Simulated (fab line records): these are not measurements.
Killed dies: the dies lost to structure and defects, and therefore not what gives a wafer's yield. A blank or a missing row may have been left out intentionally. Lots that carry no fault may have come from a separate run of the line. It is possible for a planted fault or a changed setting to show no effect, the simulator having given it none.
fab line records ; flow n5-finfet
record lots=7; wafers=21; last-day=19
route steps=1938 shown BEOL_M2@910 BEOL_M4@1111 PASSIVATION@1936
lots with no fault: from the same line, run without faults
start-h: start of the lot's first displayed wafer, in hours after the record's first day ; wait-h: time in hours since the lot's previous step ; " unchanged from the row above ; L1.1+2: one row covering several wafers at once ; - either no value or no given start ; * or withheld: withheld ; < > ~ a bound
route shown NAME@n: a module of which the file shows steps, and the number in the route of the first ; usual: mean/standard deviation of fault-free wafers ; same: alike in all rows ; chamber/n: place in a boat ; sites: each site's reading ; _std_site: the standard deviation of these ; _edge_site: the outer-site mean with the inner-site mean subtracted ; radius-mm: for every site, how far away it sits from the centre of the wafer ; mask NAME#n: copy n ; behind: the most recent tool/chamber to have shaped the wafer ; hold: why the lot went on hold/how many hours it stayed there/how the hold came to an end ; device: the transistor (n, p or np) that didn't switch ; end of line: tests of these same wafers at the route's end ; a step with no rows: only its recipe ; killed: not the wafer's yield, but the dies lost to structure and defects at the first sort ; map: dies across one wafer; x = killed, . = not, _ = none there
set.NAME: the setting the step ran with; set.NAME@STEP: the setting that earlier step ran with ; model.NAME: the simulator's own value behind a step, which no gauge read
lots at selected steps of the route; one table per step, one row per wafer
services: when a tool's chamber went out of use (start-h, in hours from the record's first day, below 0 if earlier), for how many hours, and the reason
## steps
# step N5_BEOL_M2_SPUTTER_86
# recipe material=Cu; target-thk-a=45; temp-c=-20; chamber-pressure-pa=0.07; power-w=withheld; time-s=8.29
# usual throttle-valve-pct=29.5/1.3
lot.wafer;tool;chamber;start-h;wait-h;throttle-valve-pct
L633.3;pvd-sputter-03;-;157.87;0.1;30.7
L633.5;pvd-sputter-03;-;157.87;0.1;28.0
L633.6;pvd-sputter-03;-;157.87;0.1;29.0
L635.2;pvd-sputter-03;-;166.91;0.1;30.5
L635.3;pvd-sputter-03;-;166.91;0.1;28.0
L635.5;pvd-sputter-03;-;166.91;0.1;27.4
L639.1;pvd-sputter-01;-;194.72;0.1;31.6
L639.3;pvd-sputter-01;-;194.72;0.1;28.2
L639.4;pvd-sputter-01;-;194.72;0.1;29.4
L640.2;pvd-sputter-03;-;199.71;0.1;27.2
L640.4;pvd-sputter-03;-;199.71;0.1;30.7
L640.6;pvd-sputter-03;-;199.71;0.1;30.4
L643.3;pvd-sputter-03;-;219.10;0.1;27.3
L643.4;pvd-sputter-03;-;219.10;0.1;30.7
L643.6;pvd-sputter-03;-;219.10;0.1;30.6
L645.2;pvd-sputter-01;-;221.85;0.1;28.3
L645.3;pvd-sputter-01;-;221.85;0.1;28.8
L645.5;pvd-sputter-01;-;221.85;0.1;29.7
L652.2;pvd-sputter-02;-;301.11;0.1;31.4
L652.5;pvd-sputter-02;-;301.11;0.1;29.7
L652.6;pvd-sputter-02;-;301.11;0.1;31.6
# step N5_BEOL_M2_ANNEAL_87
# recipe temp-c=400; time-s=240; ambient=vacuum
# usual heater-power-w=802/66
lot.wafer;tool;chamber;start-h;wait-h;heater-power-w
L633.3;pvd-sputter-03;-;157.95;0.0;843
L633.5;pvd-sputter-03;-;157.95;0.0;804
L633.6;pvd-sputter-03;-;157.95;0.0;869
L635.2;pvd-sputter-03;-;166.99;0.0;853
L635.3;pvd-sputter-03;-;166.99;0.0;819
L635.5;pvd-sputter-03;-;166.99;0.0;687
L639.1;pvd-sputter-01;-;194.80;0.0;849
L639.3;pvd-sputter-01;-;194.80;0.0;756
L639.4;pvd-sputter-01;-;194.80;0.0;736
L640.2;pvd-sputter-03;-;199.79;0.0;664
L640.4;pvd-sputter-03;-;199.79;0.0;829
L640.6;pvd-sputter-03;-;199.79;0.0;843
L643.3;pvd-sputter-03;-;219.18;0.0;680
L643.4;pvd-sputter-03;-;219.18;0.0;855
L643.6;pvd-sputter-03;-;219.18;0.0;829
L645.2;pvd-sputter-01;-;221.93;0.0;754
L645.3;pvd-sputter-01;-;221.93;0.0;755
L645.5;pvd-sputter-01;-;221.93;0.0;911
L652.2;pvd-sputter-02;-;301.19;0.0;772
L652.5;pvd-sputter-02;-;301.19;0.0;765
L652.6;pvd-sputter-02;-;301.19;0.0;799
# step N5_BEOL_M2_SPUTTER_88
# recipe material=Cu; target-thk-a=45; temp-c=-20; chamber-pressure-pa=0.07; power-w=withheld; time-s=8.29
# step N5_BEOL_M2_ANNEAL_89
# recipe temp-c=400; time-s=240; ambient=vacuum
# usual heater-power-w=800/64
lot.wafer;tool;chamber;start-h;wait-h;heater-power-w
L633.3;pvd-sputter-03;-;158.17;0.0;852
L633.5;pvd-sputter-03;-;158.17;0.0;794
L633.6;pvd-sputter-03;-;158.17;0.0;892
L635.2;pvd-sputter-03;-;167.21;0.0;845
L635.3;pvd-sputter-03;-;167.21;0.0;791
L635.5;pvd-sputter-03;-;167.21;0.0;669
L639.1;pvd-sputter-01;-;195.02;0.0;817
L639.3;pvd-sputter-01;-;195.02;0.0;754
L639.4;pvd-sputter-01;-;195.02;0.0;728
L640.2;pvd-sputter-03;-;200.01;0.0;683
L640.4;pvd-sputter-03;-;200.01;0.0;825
L640.6;pvd-sputter-03;-;200.01;0.0;844
L643.3;pvd-sputter-03;-;219.40;0.0;666
L643.4;pvd-sputter-03;-;219.40;0.0;866
L643.6;pvd-sputter-03;-;219.40;0.0;857
L645.2;pvd-sputter-01;-;222.15;0.0;747
L645.3;pvd-sputter-01;-;222.15;0.0;748
L645.5;pvd-sputter-01;-;222.15;0.0;911
L652.2;pvd-sputter-02;-;301.41;0.0;756
L652.5;pvd-sputter-02;-;301.41;0.0;746
L652.6;pvd-sputter-02;-;301.41;0.0;756
# step N5_BEOL_M2_SPUTTER_90
# recipe material=Cu; target-thk-a=45; temp-c=-20; chamber-pressure-pa=0.07; power-w=withheld; time-s=8.29
# usual throttle-valve-pct=29.5/1.2
lot.wafer;tool;chamber;start-h;wait-h;throttle-valve-pct
L633.3;pvd-sputter-03;-;158.31;0.1;30.7
L633.5;pvd-sputter-03;-;158.31;0.1;28.0
L633.6;pvd-sputter-03;-;158.31;0.1;28.9
L635.2;pvd-sputter-03;-;167.35;0.1;30.7
L635.3;pvd-sputter-03;-;167.35;0.1;28.1
L635.5;pvd-sputter-03;-;167.35;0.1;27.5
L639.1;pvd-sputter-01;-;195.16;0.1;31.4
L639.3;pvd-sputter-01;-;195.16;0.1;28.3
L639.4;pvd-sputter-01;-;195.16;0.1;29.3
L640.2;pvd-sputter-03;-;200.15;0.1;27.1
L640.4;pvd-sputter-03;-;200.15;0.1;30.6
L640.6;pvd-sputter-03;-;200.15;0.1;30.8
L643.3;pvd-sputter-03;-;219.54;0.1;27.3
L643.4;pvd-sputter-03;-;219.54;0.1;30.7
L643.6;pvd-sputter-03;-;219.54;0.1;30.9
L645.2;pvd-sputter-01;-;222.29;0.1;28.6
L645.3;pvd-sputter-01;-;222.29;0.1;29.2
L645.5;pvd-sputter-01;-;222.29;0.1;29.7
L652.2;pvd-sputter-02;-;301.55;0.1;31.5
L652.5;pvd-sputter-02;-;301.55;0.1;29.7
L652.6;pvd-sputter-02;-;301.55;0.1;31.4
# step N5_BEOL_M2_ANNEAL_91
# recipe temp-c=400; time-s=240; ambient=vacuum
# step N5_BEOL_M2_SPUTTER_92
# recipe material=Cu; target-thk-a=45; temp-c=-20; chamber-pressure-pa=0.07; power-w=withheld; time-s=8.29
# step N5_BEOL_M2_ANNEAL_93
# recipe temp-c=400; time-s=240; ambient=vacuum
# step N5_BEOL_M2_SPUTTER_94
# recipe material=Cu; target-thk-a=45; temp-c=-20; chamber-pressure-pa=0.07; power-w=withheld; time-s=8.29
# step N5_BEOL_M2_ANNEAL_95
# recipe temp-c=400; time-s=240; ambient=vacuum
# step N5_BEOL_M2_SPUTTER_96
# recipe material=Cu; target-thk-a=45; temp-c=-20; chamber-pressure-pa=0.07; power-w=withheld; time-s=8.29
# usual throttle-valve-pct=29.5/1.2
lot.wafer;tool;chamber;start-h;wait-h;throttle-valve-pct
L633.3;pvd-sputter-03;-;158.97;0.1;30.9
L633.5;pvd-sputter-03;-;158.97;0.1;28.1
L633.6;pvd-sputter-03;-;158.97;0.1;28.7
L635.2;pvd-sputter-03;-;168.01;0.1;30.8
L635.3;pvd-sputter-03;-;168.01;0.1;28.2
L635.5;pvd-sputter-03;-;168.01;0.1;27.8
L639.1;pvd-sputter-01;-;195.82;0.1;31.3
L639.3;pvd-sputter-01;-;195.82;0.1;28.4
L639.4;pvd-sputter-01;-;195.82;0.1;29.1
L640.2;pvd-sputter-03;-;200.81;0.1;27.5
L640.4;pvd-sputter-03;-;200.81;0.1;30.8
L640.6;pvd-sputter-03;-;200.81;0.1;31.0
L643.3;pvd-sputter-03;-;220.20;0.1;27.5
L643.4;pvd-sputter-03;-;220.20;0.1;30.8
L643.6;pvd-sputter-03;-;220.20;0.1;30.7
L645.2;pvd-sputter-01;-;222.95;0.1;28.5
L645.3;pvd-sputter-01;-;222.95;0.1;29.0
L645.5;pvd-sputter-01;-;222.95;0.1;29.7
L652.2;pvd-sputter-02;-;302.21;0.1;31.6
L652.5;pvd-sputter-02;-;302.21;0.1;29.6
L652.6;pvd-sputter-02;-;302.21;0.1;31.6
# step N5_BEOL_M2_ECD_50
# recipe material=Cu; target-thk-a=3000
# step N5_BEOL_M2_ANNEAL_51
# recipe temp-c=225; time-s=90; ambient=N2
# usual wafer_temp_C_max=225.9/0.34
lot.wafer;tool;chamber;start-h;wait-h;wafer_temp_C_max
L633.3;rtp-anneal-02;0;159.25;0.1;225.7
L633.5;rtp-anneal-02;0;159.25;0.1;226.0
L633.6;rtp-anneal-02;0;159.25;0.1;226.3
L635.2;rtp-anneal-02;0;168.25;0.1;225.4
L635.3;rtp-anneal-02;0;168.25;0.1;225.2
L635.5;rtp-anneal-02;0;168.25;0.1;225.3
L639.1;rtp-anneal-02;0;196.02;0.1;228.3
L639.3;rtp-anneal-02;0;196.02;0.1;228.4
L639.4;rtp-anneal-02;0;196.02;0.1;228.3
L640.2;rtp-anneal-02;0;201.05;0.1;228.1
L640.4;rtp-anneal-02;0;201.05;0.1;228.1
L640.6;rtp-anneal-02;0;201.05;0.1;227.7
L643.3;rtp-anneal-02;0;220.50;0.1;228.1
L643.4;rtp-anneal-02;0;220.50;0.1;228.0
L643.6;rtp-anneal-02;0;220.50;0.1;228.1
L645.2;rtp-anneal-01;0;223.28;0.2;226.4
L645.3;rtp-anneal-01;0;223.28;0.2;226.6
L645.5;rtp-anneal-01;0;223.28;0.2;226.4
L652.2;rtp-anneal-01;0;302.45;0.1;226.3
L652.5;rtp-anneal-01;0;302.45;0.1;226.0
L652.6;rtp-anneal-01;0;302.45;0.1;226.4
# step N5_BEOL_M2_CMP_52
# recipe stop-on=SiOC; t-overpolish-s=6.8; down-force-psi=1; platen-rpm=50; clearing-platen-down-force-psi=1.5; clearing-platen-rpm=50; post-cmp-clean=cu-alkaline; target-thk-nm=40; clearing-platen-pad-velocity-m-s=0.99484; pad-velocity-m-s=0.99484
# step N5_BEOL_M4_RC_MEAS_101
# usual DIBL_N=36.1/1.6; DIBL_P=35.7/1.8; IOFF_N=0.159/0.027; IOFF_P=0.21/0.03; ION_N=673/10; ION_P=462/7.4; SS_N=71.4/0.56; SS_P=73.2/0.61; VT_N=249.7/3; VT_P=-250/3.1
lot.wafer;tool;chamber;start-h;wait-h;DIBL_N[mV/V];DIBL_P[mV/V];IOFF_N[nA/um];IOFF_P[nA/um];ION_N[uA/um];ION_P[uA/um];SS_N[mV/dec];SS_P[mV/dec];VT_N[mV];VT_P[mV]
L633.3;prober-02;0;183.41;0.3;34.8;31.8;0.148;0.21;670;467;71.1;73.0;248.4;-247
L633.5;prober-02;0;183.41;0.3;35.4;33.2;0.164;0.24;679;471;71.2;72.8;247.5;-244
L633.6;prober-02;0;183.41;0.3;36.4;34.3;0.176;0.26;679;466;71.6;73.2;246.5;-245
L635.2;prober-02;0;192.03;0.2;35.6;33.5;0.143;0.19;659;454;71.5;73.1;253.8;-250
L635.3;prober-02;0;192.03;0.2;37.0;35.8;0.177;0.22;662;457;71.7;73.9;248.6;-247
L635.5;prober-02;0;192.03;0.2;37.5;35.7;0.181;0.23;667;464;71.5;73.3;249.3;-249
L639.1;prober-02;0;220.72;0.0;35.0;34.5;0.155;0.19;666;451;71.8;73.2;247.7;-251
L639.3;prober-02;0;220.72;0.0;35.5;35.5;0.153;0.19;673;463;71.5;73.1;250.3;-252
L639.4;prober-02;0;220.72;0.0;36.4;35.6;0.173;0.20;677;459;72.1;73.8;249.8;-251
L640.2;prober-02;0;227.44;0.2;34.4;33.7;0.118;0.18;658;457;71.3;72.5;252.9;-249
L640.4;prober-02;0;227.44;0.2;34.6;33.3;0.117;0.18;667;463;71.0;71.8;252.9;-250
L640.6;prober-02;0;227.44;0.2;36.6;35.8;0.153;0.22;660;463;71.8;73.2;250.9;-247
L643.3;prober-02;0;245.09;0.3;36.4;37.4;0.155;0.25;675;468;72.0;73.0;252.0;-248
L643.4;prober-02;0;245.09;0.3;36.1;37.2;0.154;0.23;668;469;71.0;73.4;251.6;-246
L643.6;prober-02;0;245.09;0.3;33.7;34.3;0.113;0.19;646;453;70.3;73.1;257.1;-250
L645.2;prober-01;0;255.44;0.2;38.8;37.8;0.196;0.23;686;465;72.3;73.6;246.6;-250
L645.3;prober-01;0;255.44;0.2;38.3;37.8;0.196;0.21;685;455;72.3;74.2;247.3;-251
L645.5;prober-01;0;255.44;0.2;36.5;34.4;0.146;0.18;679;463;71.3;72.9;251.6;-253
L652.2;prober-01;0;341.86;0.2;37.8;37.2;0.202;0.26;685;468;72.1;73.0;244.9;-243
L652.5;prober-01;0;341.86;0.2;37.4;35.8;0.194;0.23;672;464;72.0;73.5;246.2;-245
L652.6;prober-01;0;341.86;0.2;35.1;34.2;0.147;0.21;658;462;71.1;73.2;250.4;-248
# step N5_PASSIVATION_PROBE_49
# usual defect-limited-yield=91.0/1.3; killed_at_M0_to_M3=33/10; killed_at_M4_up=14/5.6; killed-at-contacts=12/5.8; killed-at-front-end=43/11; killed-at-other=4.1/2.8; killed-dies=106/15; killed-open=70/12; killed-short=34/7.5; sort_bin_5_function=5.3/0.88; sort_bin_6_memory=3.3/0.64; sort-n-pass=1074/15; sort-yield-pct=91.0/1.3
# same gross-dies=1180; killed-at-back-side=0; sort_bin_4_leakage[%]=0; sort_bin_8_speed[%]=0
lot.wafer;tool;chamber;start-h;wait-h;defect-limited-yield[%];killed_at_M0_to_M3;killed_at_M4_up;killed-at-contacts;killed-at-front-end;killed-at-other;killed-dies;killed-open;killed-short;sort_bin_5_function[%];sort_bin_6_memory[%];sort-n-pass;sort-yield-pct[%]
L633.3;prober-01;-;292.30;0.1;91.8;38;10;9;39;1;97;66;29;4.6;3.0;1083;91.8
L633.5;prober-01;-;292.40;0.2;91.4;23;12;8;55;4;102;69;31;5.5;3.0;1078;91.4
L633.6;prober-01;-;292.45;0.3;91.8;26;16;17;33;5;97;59;35;4.9;3.1;1083;91.8
L635.2;prober-01;-;299.00;0.1;89.4;43;17;7;56;2;125;82;38;5.8;4.2;1055;89.4
L635.3;prober-01;-;299.05;0.1;91.4;35;14;10;38;5;102;66;34;4.6;3.8;1078;91.4
L635.5;prober-01;-;299.15;0.2;91.4;34;22;5;39;1;101;62;32;5.2;3.0;1079;91.4
L639.1;prober-02;-;338.36;0.0;89.3;61;16;6;41;2;126;87;39;6.9;3.3;1054;89.3
L639.3;prober-02;-;338.46;0.1;89.6;52;9;4;51;7;123;86;37;6.7;3.5;1057;89.6
L639.4;prober-02;-;338.51;0.2;90.8;47;9;7;43;2;108;70;38;6.0;3.0;1072;90.8
L640.2;prober-02;-;341.36;0.1;90.5;41;14;3;48;6;112;76;34;5.3;4.1;1068;90.5
L640.4;prober-02;-;341.46;0.2;90.3;27;23;13;48;3;114;79;34;5.6;3.5;1066;90.3
L640.6;prober-02;-;341.56;0.3;89.2;44;15;7;53;8;127;82;39;6.5;3.4;1053;89.2
L645.2;prober-01;-;356.75;0.1;91.4;27;26;11;37;1;102;69;29;5.3;3.1;1078;91.4
L645.3;prober-01;-;356.80;0.1;90.2;48;24;4;40;0;116;88;25;5.4;4.2;1064;90.2
L645.5;prober-01;-;356.90;0.2;89.3;41;15;14;54;2;126;82;40;5.7;4.2;1054;89.3
L643.3;prober-02;-;357.35;0.1;93.9;24;6;3;35;4;72;50;17;3.2;2.7;1108;93.9
L643.4;prober-02;-;357.40;0.2;92.5;25;16;2;44;2;89;59;27;3.5;3.6;1091;92.5
L643.6;prober-02;-;357.50;0.3;90.9;52;15;13;24;3;107;77;28;6.1;2.5;1073;90.9
L652.2;prober-01;-;450.01;0.1;90.8;45;7;8;37;11;108;68;35;5.2;3.5;1072;90.8
L652.5;prober-01;-;450.16;0.2;91.0;28;17;13;35;13;106;66;35;4.9;3.6;1074;91.0
L652.6;prober-01;-;450.21;0.3;91.4;36;8;12;36;9;101;60;38;4.5;3.2;1079;91.4
# killed by level:class
L633.3 STI_FIN_REVEAL:geometric-particle:open=10 BEOL_M3:geometric-particle:open=10 BEOL_M2:geometric-particle:open=9 GATE_CUT:geometric-particle:short=6 MOL_CONTACT_COAG:geometric-particle:open=6 BEOL_M0_SAQP:geometric-particle:open=6 DUMMY_GATE:geometric-particle:open=5 FIN_SAQP:geometric-particle:open=4
L633.5 FIN_SAQP:geometric-particle:open=19 STI_FIN_REVEAL:geometric-particle:open=10 FIN_SAQP:geometric-particle:short=8 MOL_CONTACT_COAG:geometric-particle:open=7 BEOL_M2:geometric-particle:open=5 BEOL_M4:geometric-particle:open=5 BEOL_M3:geometric-particle:open=4 STARTING-WAFER:geometric-particle:open=3
L633.6 MOL_CONTACT_COAG:geometric-particle:open=14 FIN_SAQP:geometric-particle:short=11 DUMMY_GATE:geometric-particle:open=10 BEOL_M4:geometric-particle:open=7 BEOL_M0_SAQP:geometric-particle:short=5 BEOL_M2:geometric-particle:open=5 BEOL_M8:geometric-particle:open=4 BEOL_M0_SAQP:geometric-particle:open=4
L635.2 FIN_SAQP:geometric-particle:short=11 FIN_SAQP:geometric-particle:open=10 BEOL_M2:geometric-particle:open=10 STI_FIN_REVEAL:geometric-particle:open=9 BEOL_M3:geometric-particle:open=9 BEOL_M0_SAQP:geometric-particle:open=8 BEOL_M1:geometric-particle:open=8 BEOL_M4:geometric-particle:open=7
L635.3 MOL_CONTACT_COAG:geometric-particle:open=8 STI_FIN_REVEAL:geometric-particle:open=7 BEOL_M1:geometric-particle:open=7 BEOL_M0_SAQP:geometric-particle:short=6 STARTING-WAFER:geometric-particle:open=6 GATE_CUT:geometric-particle:short=5 BEOL_M3:geometric-particle:open=5 FIN_SAQP:geometric-particle:short=4
L635.5 STI_FIN_REVEAL:geometric-particle:open=9 BEOL_M4:geometric-particle:open=7 FIN_SAQP:geometric-particle:short=6 BEOL_M0_SAQP:geometric-particle:short=6 BEOL_M0_SAQP:geometric-particle:open=6 MOL_CONTACT_COAG:geometric-particle:open=5 BEOL_M3:geometric-particle:open=5 FIN_SAQP:geometric-particle:open=4
L639.1 BEOL_M2:geometric-particle:open=20 BEOL_M0_SAQP:geometric-particle:short=15 BEOL_M0_SAQP:geometric-particle:open=12 FIN_SAQP:geometric-particle:open=9 FIN_SAQP:geometric-particle:short=8 GATE_CUT:geometric-particle:open=7 BEOL_M4:geometric-particle:open=7 STI_FIN_REVEAL:geometric-particle:open=5
L639.3 BEOL_M0_SAQP:geometric-particle:open=14 FIN_SAQP:geometric-particle:open=13 DUMMY_GATE:geometric-particle:open=12 BEOL_M3:geometric-particle:open=11 DUMMY_GATE:geometric-particle:short=8 BEOL_M2:geometric-particle:open=8 BEOL_M0_SAQP:geometric-particle:short=7 BEOL_M3:geometric-particle:short=5
L639.4 BEOL_M2:geometric-particle:open=11 FIN_SAQP:geometric-particle:short=10 BEOL_M0_SAQP:geometric-particle:open=10 FIN_SAQP:geometric-particle:open=9 BEOL_M0_SAQP:geometric-particle:short=9 MOL_CONTACT_COAG:geometric-particle:open=6 DUMMY_GATE:geometric-particle:open=5 STARTING-WAFER:geometric-particle:open=5
L640.2 STI_FIN_REVEAL:geometric-particle:open=16 BEOL_M3:geometric-particle:open=12 FIN_SAQP:geometric-particle:open=9 BEOL_M0_SAQP:geometric-particle:open=6 BEOL_M4:geometric-particle:open=6 BEOL_M0:geometric-particle:open=5 BEOL_M3:geometric-particle:short=5 FIN_SAQP:geometric-particle:short=4
L640.4 FIN_SAQP:geometric-particle:open=15 MOL_CONTACT_COAG:geometric-particle:open=11 STI_FIN_REVEAL:geometric-particle:open=9 BEOL_M4:geometric-particle:open=7 FIN_SAQP:geometric-particle:short=6 BEOL_M0:geometric-particle:open=6 GATE_CUT:geometric-particle:short=5 BEOL_M0_SAQP:geometric-particle:short=5
L640.6 FIN_SAQP:geometric-particle:open=13 BEOL_M0_SAQP:geometric-particle:short=10 FIN_SAQP:geometric-particle:short=9 STI_FIN_REVEAL:geometric-particle:open=9 BEOL_M0_SAQP:geometric-particle:open=9 BEOL_M0:geometric-particle:open=7 BEOL_M4:geometric-particle:open=7 GATE_CUT:geometric-particle:short=6
L645.2 STI_FIN_REVEAL:geometric-particle:open=9 BEOL_M4:geometric-particle:open=9 MOL_CONTACT_COAG:geometric-particle:open=8 FIN_SAQP:geometric-particle:open=7 BEOL_M2:geometric-particle:open=7 FIN_SAQP:geometric-particle:short=6 BEOL_M1:geometric-particle:open=5 BEOL_M3:geometric-particle:open=4
L645.3 BEOL_M2:geometric-particle:open=15 BEOL_M4:geometric-particle:open=13 BEOL_M0_SAQP:geometric-particle:open=11 FIN_SAQP:geometric-particle:short=9 STI_FIN_REVEAL:geometric-particle:open=9 FIN_SAQP:geometric-particle:open=7 BEOL_M1:geometric-particle:open=7 BEOL_M0_SAQP:geometric-particle:short=6
L645.5 FIN_SAQP:geometric-particle:open=14 FIN_SAQP:geometric-particle:short=14 STI_FIN_REVEAL:geometric-particle:open=11 MOL_CONTACT_COAG:geometric-particle:open=10 BEOL_M3:geometric-particle:open=8 BEOL_M1:geometric-particle:open=6 BEOL_M0_SAQP:geometric-particle:short=6 BEOL_M0_SAQP:geometric-particle:open=6
L643.3 BEOL_M3:geometric-particle:open=8 STI_FIN_REVEAL:geometric-particle:open=7 GATE_CUT:geometric-particle:short=5 BEOL_M2:geometric-particle:open=5 FIN_SAQP:geometric-particle:open=4 GATE_CUT:geometric-particle:open=4 BEOL_M0_SAQP:geometric-particle:open=4 BEOL_M4:geometric-particle:open=4
L643.4 STI_FIN_REVEAL:geometric-particle:open=16 BEOL_M4:geometric-particle:open=7 FIN_SAQP:geometric-particle:short=6 BEOL_M1:geometric-particle:open=5 BEOL_M3:geometric-particle:open=5 FIN_SAQP:geometric-particle:open=4 GATE_CUT:geometric-particle:short=4 BEOL_M1:geometric-particle:short=4
L643.6 BEOL_M2:geometric-particle:open=13 MOL_CONTACT_COAG:geometric-particle:open=10 BEOL_M1:geometric-particle:open=9 BEOL_M0_SAQP:geometric-particle:open=8 STI_FIN_REVEAL:geometric-particle:open=7 BEOL_M3:geometric-particle:open=7 BEOL_M0_SAQP:geometric-particle:short=7 BEOL_M5:geometric-particle:open=5
L652.2 FIN_SAQP:geometric-particle:open=14 BEOL_M0_SAQP:geometric-particle:open=10 BEOL_M2:geometric-particle:open=8 STI_FIN_REVEAL:geometric-particle:open=7 MOL_CONTACT_COAG:geometric-particle:open=6 BEOL_M0_SAQP:geometric-particle:short=6 BEOL_M1:geometric-particle:open=6 BEOL_M2:geometric-particle:short=6
L652.5 MOL_CONTACT_COAG:geometric-particle:open=9 STI_FIN_REVEAL:geometric-particle:open=9 BEOL_M1:geometric-particle:open=8 FIN_SAQP:geometric-particle:open=6 BEOL_M0_SAQP:geometric-particle:open=5 STARTING-WAFER:geometric-particle:short=5 MOL_CONTACT_COAG:geometric-particle:short=4 BEOL_M2:geometric-particle:open=4
L652.6 MOL_CONTACT_COAG:geometric-particle:open=10 STI_FIN_REVEAL:geometric-particle:open=9 BEOL_M3:geometric-particle:open=7 BEOL_M2:geometric-particle:open=7 BEOL_M0_SAQP:geometric-particle:short=5 BEOL_M1:geometric-particle:open=5 FIN_SAQP:geometric-particle:open=4 GATE_CUT:geometric-particle:short=4
## services
tool;chamber;start-h;hours;kind
pvd-sputter-01;-;136.42;1.1;repair
pvd-sputter-03;-;159.89;2.5;repair
rtp-anneal-01;-;185.88;2.8;pm
## key
first-sign step=N5_BEOL_M2_ANNEAL_51; reading=wafer_temp_C_max; direction=up; sigmas=6.6; usual=*; struck=*
effect none on later readings
met-at N5_BEOL_M2_ANNEAL_51
struck-wafers L639.1,L639.3,L639.4,L640.2,L640.4,L640.6,L643.3,L643.4,L643.6
onset-between 168.25 196.02
fault kind=process-parameter-drift; tool=rtp-anneal-02; chamber=-; onset-h=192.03; steps=N5_BEOL_M2_ANNEAL_51; channel=temp-c; offset=*; shape=step; end-h=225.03; acts-in=*; stated=*
